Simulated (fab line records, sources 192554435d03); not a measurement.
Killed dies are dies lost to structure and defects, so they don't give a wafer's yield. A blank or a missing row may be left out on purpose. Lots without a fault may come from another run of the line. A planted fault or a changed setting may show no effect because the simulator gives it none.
Chamber matching | flow n5_finfet | N5_MOL_CONTACT_COAG_CMP_52 on cmp-03: 4 sister chambers
The step polishes, stops on SiO2, t overpolish 1.5 s, target thk 66.5 nm. 4 wafers are shown with their chamber, then 7 later ones without.

WAFERS WITH THEIR CHAMBER
wafer  | chamber | motor_current_A (A)
L080.2 | 3       | 10.2
L080.6 | 1       | 12.1
L085.2 | 0       | 15.8
L085.3 | 2       | 12.6

WAFERS WITHOUT THEIR CHAMBER
wafer  | motor_current_A (A)
L085.6 | 12.1
L090.2 | 15.9
L090.3 | 10.3
L090.4 | 11.8
L093.1 | 12.2
L093.2 | 11.9
L093.4 | 15.1

WHICH CHAMBER EACH WENT THROUGH
wafer  | from the rows above     | in truth
L085.6 | can't be placed: 1 or 2 | 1
L090.2 | 0                       | 0
L090.3 | 3                       | 3
L090.4 | can't be placed: 1 or 2 | 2
L093.1 | can't be placed: 1 or 2 | 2
L093.2 | can't be placed: 1 or 2 | 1
L093.4 | 0                       | 0
Placed correctly: 3 of 7. Can't be placed from these rows: 4 (the true chamber is among the candidates in 4). Placed wrongly: 0.
How it was worked out, from the rows above alone: a wafer's distance from a chamber is the root of the sum, over the readings, of the square of ((its reading less the chamber's mean) divided by the reading's scatter). The wafer belongs to the nearest chamber; if the next one is less than 2 further off, it can't be placed. A chamber's mean is the mean of its shown wafers. The scatter: with one shown wafer a chamber, the root of the mean of the squares of how far each hidden wafer lies from its nearest shown one.
